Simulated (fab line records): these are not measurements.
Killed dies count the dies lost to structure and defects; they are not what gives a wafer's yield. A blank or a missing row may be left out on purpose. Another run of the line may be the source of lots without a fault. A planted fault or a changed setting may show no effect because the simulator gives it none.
The tool behind it: which one? -- flow n5Finfet -- 11 lots, 30 wafers sampled, at 5 steps of a route of 1938

## WHAT THE GAUGES SHOWED, per wafer
N5_BEOL_M0_OCD_MEAS_108. Usual: trenchDepthNm 32.9 nm, standard deviation 0.87.
lot,measured,on,trenchDepthNm (nm),flag
L318,day 5 23:28,ocd-02,33.5 33.3 31.9,
L319,day 6 01:37,ocd-02,32.7 32.0 33.5,
L320,day 6 08:38,ocd-02,31.7 31.6,
L321,day 6 18:04,ocd-01,33.4 32.3 33.4,
L322,day 6 18:40,ocd-01,33.3 32.8 31.8,
L325,day 7 20:22,ocd-02,31.5 32.8 33.9,
L330,day 8 19:56,ocd-02,32.2 32.2,
L334,day 9 20:51,ocd-01,33.5 33.1 34.3,
L336,day 10 07:23,ocd-02,35.1 32.6 35.1,
L337,day 10 16:53,ocd-01,32.6 33.3,
L340,day 11 14:20,ocd-02,32.1 32.2 33.3,

N5_BEOL_M4_RC_MEAS_101. Usual: DIBL_N 36.5 mV/V, standard deviation 2.1; DIBL_P 36.6 mV/V, standard deviation 2.6; IOFF_N 0.17 nA/um, standard deviation 0.044; IOFF_P 0.21 nA/um, standard deviation 0.048; ION_N 674 uA/um, standard deviation 17; ION_P 462 uA/um, standard deviation 9.5; SS_N 71.6 mV/dec, standard deviation 0.77; SS_P 73.5 mV/dec, standard deviation 0.72; VT_N 250 mV, standard deviation 4.2; VT_P -250 mV, standard deviation 3.9.
lot,measured,on,DIBL_N (mV/V),DIBL_P (mV/V),IOFF_N (nA/um),IOFF_P (nA/um),ION_N (uA/um),ION_P (uA/um),SS_N (mV/dec),SS_P (mV/dec),VT_N (mV),VT_P (mV),flag
L318,day 9 02:22,prober-02,36.8 34.5 35.9,36.2 33.7 34.8,0.19 0.15 0.18,0.25 0.22 0.22,686 673 683,468 466 469,71.4 71.3 71.5,74.0 73.4 73.4,246 252 245,-245 -247 -249,
L319,day 10 01:57,prober-02,33.3 38.8 31.5,32.4 39.3 30.2,0.09 0.19 0.08,0.16 0.26 0.13,644 676 636,452 469 452,70.7 71.5 70.1,71.9 74.8 72.3,259 250 262,-254 -247 -256,
L320,day 10 08:25,prober-02,34.9 37.0,33.9 37.6,0.13 0.17,0.17 0.22,671 684,460 468,70.6 71.1,73.4 74.7,255 248,-254 -252,
L321,day 10 11:35,prober-02,37.2 40.6 39.5,37.7 42.3 40.8,0.14 0.24 0.20,0.20 0.28 0.25,667 706 685,462 478 465,71.1 72.4 72.2,73.0 74.4 74.3,253 241 248,-253 -245 -247,
L322,day 10 06:04,prober-01,41.7 34.2 40.5,40.4 32.3 40.5,0.31 0.13 0.29,0.35 0.19 0.34,707 678 703,476 467 475,73.8 70.7 72.2,74.9 72.7 74.8,241 251 241,-242 -250 -243,
L325,day 11 17:02,prober-02,35.0 42.0 34.9,34.2 43.0 33.9,0.13 0.28 0.13,0.15 0.29 0.16,644 704 676,440 470 457,71.1 73.0 71.1,72.1 74.2 73.0,253 241 249,-258 -251 -253,
L330,day 13 11:52,prober-02,37.1 37.6,37.3 39.6,0.15 0.18,0.19 0.24,649 667,446 456,71.8 72.1,73.7 74.0,250 250,-255 -249,
L334,day 14 08:44,prober-01,35.4 36.4 34.7,36.2 38.3 35.6,0.16 0.19 0.14,0.21 0.23 0.19,656 682 649,459 465 455,71.1 71.7 71.7,74.2 74.2 73.3,251 247 253,-250 -251 -250,
L336,day 14 11:39,prober-01,36.8 39.7 41.3,35.2 40.8 41.4,0.14 0.23 0.27,0.17 0.27 0.28,642 699 686,446 477 459,71.7 72.2 73.6,73.2 73.9 74.2,255 247 246,-254 -245 -251,
L337,day 14 05:31,prober-01,36.3 35.6,36.1 35.6,0.14 0.12,0.17 0.15,664 648,456 443,72.5 71.6,73.6 73.0,254 254,-256 -259,
L340,day 15 03:29,prober-02,34.4 36.6 37.4,33.6 36.6 37.9,0.13 0.17 0.18,0.17 0.22 0.24,667 691 679,457 472 468,70.5 71.7 71.6,72.3 73.8 73.5,250 249 250,-251 -248 -246,

## EACH LOT AND THE TOOL THAT RAN IT (in order: tool; ch and the chambers of the sampled wafers; start)
lot,N5_BEOL_M0_PRE_CLEAN_113,N5_BEOL_M0_CVD_115,N5_BEOL_M0_ANNEAL_135
L318,"pvdSputter-03, day 6 00:19","cvdCo-02 ch 0,2, day 6 01:22","pvdSputter-03, day 6 01:49"
L319,"pvdSputter-01, day 6 02:08","cvdCo-02 ch 0,1,2, day 6 02:48","pvdSputter-03, day 6 04:25"
L320,"pvdSputter-03, day 6 09:08","cvdCo-01 ch 2, day 6 09:53","pvdSputter-03, day 6 10:32"
L321,"pvdSputter-01, day 6 18:41","cvdCo-02 ch 1,2, day 6 19:10","pvdSputter-01, day 6 19:42"
L322,"pvdSputter-03, day 6 19:46","cvdCo-01 ch 0, day 6 20:08","pvdSputter-03, day 6 20:36"
L325,"pvdSputter-01, day 7 22:33","cvdCo-02 ch 0,2, day 7 23:03","pvdSputter-01, day 7 23:34"
L330,"pvdSputter-01, day 8 20:49","cvdCo-02 ch 1,2, day 8 21:14","pvdSputter-03, day 8 21:41"
L334,"pvdSputter-01, day 9 21:35","cvdCo-01 ch 0,1,2, day 9 22:15","pvdSputter-02, day 9 22:46"
L336,"pvdSputter-01, day 10 07:56","cvdCo-01 ch 0,1,2, day 10 08:22","pvdSputter-02, day 10 08:50"
L337,"pvdSputter-02, day 10 17:26","cvdCo-01 ch 1,2, day 10 18:01","pvdSputter-03, day 10 19:54"
L340,"pvdSputter-01, day 11 15:08","cvdCo-01 ch 0,1,2, day 11 15:41","pvdSputter-03, day 11 16:16"
- N5_BEOL_M0_PRE_CLEAN_113: time 30 s.
- N5_BEOL_M0_CVD_115: deposits Co from CCTBA/H2, time 120 s.
- N5_BEOL_M0_ANNEAL_135: time 60 s.

## WHAT THE TOOLS THEMSELVES READ (means of the sampled wafers that have a number; where no wafer has one, the mark that the record gives instead)
N5_BEOL_M0_PRE_CLEAN_113. Usual: heaterPowerW 328 W, standard deviation 23.
lot,tool,heaterPowerW (W),flag
L318,pvdSputter-03,333,
L319,pvdSputter-01,336,
L320,pvdSputter-03,328,
L321,pvdSputter-01,329,
L322,pvdSputter-03,332,
L325,pvdSputter-01,327,
L330,pvdSputter-01,324,
L334,pvdSputter-01,349,
L336,pvdSputter-01,350,
L337,pvdSputter-02,332,
L340,pvdSputter-01,326,

N5_BEOL_M0_CVD_115. Usual: runLengthS 142.6 s, standard deviation 0.52.
lot,tool,runLengthS (s),flag
L318,cvdCo-02,142.4,
L319,cvdCo-02,142.8,
L320,cvdCo-01,141.8,
L321,cvdCo-02,142.8,
L322,cvdCo-01,142.5,
L325,cvdCo-02,142.8,
L330,cvdCo-02,195.6,OFF
L334,cvdCo-01,142.5,
L336,cvdCo-01,142.6,
L337,cvdCo-01,142.2,
L340,cvdCo-01,142.6,

N5_BEOL_M0_ANNEAL_135. Usual: heaterPowerW 822 W, standard deviation 55.
lot,tool,heaterPowerW (W),flag
L318,pvdSputter-03,856,
L319,pvdSputter-03,849,
L320,pvdSputter-03,821,
L321,pvdSputter-01,870,
L322,pvdSputter-03,838,
L325,pvdSputter-01,836,
L330,pvdSputter-03,810,
L334,pvdSputter-02,841,
L336,pvdSputter-02,834,
L337,pvdSputter-03,890,
L340,pvdSputter-03,806,

## THE ANSWER, worked out from the rows above alone
Rule: a lot counts as off when the mean over its wafers that have a number is more than 3 standard deviations away from the usual mean. Also off: a lot with no number at a reading for which 4 or more lots have one. All remaining lots with rows at the step are treated as sound. The gauges are gone through in route order, then the tools' own readings, and for those a lot's mean is taken as printed above. The first step at which some lot is off is used, and at that step the reading that is off furthest; a lot without a number counts as furthest.
Off, at N5_BEOL_M0_CVD_115 on runLengthS: L330.
If a tool, at that step or one of the process steps before it, ran each lot that is off and ran no sound lot following the first of them, it fits. One fits: cvdCo-02 at N5_BEOL_M0_CVD_115. A fault onset in the window from L325 (day 7 23:03, its last sound lot) to L330 (day 8 21:14, its first lot off) fits.
On the lots that are off, the tool's own readings at N5_BEOL_M0_CVD_115 differ by more than 5 times the standard deviation of the sound lots' means, which bears it out; runLengthS reads 195.6 s there versus 142.5 s on the sound lots.

## WHAT THE SIMULATOR HAD INSERTED
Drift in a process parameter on cvdCo-02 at N5_BEOL_M0_CVD_115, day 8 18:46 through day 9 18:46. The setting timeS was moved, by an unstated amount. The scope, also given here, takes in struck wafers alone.
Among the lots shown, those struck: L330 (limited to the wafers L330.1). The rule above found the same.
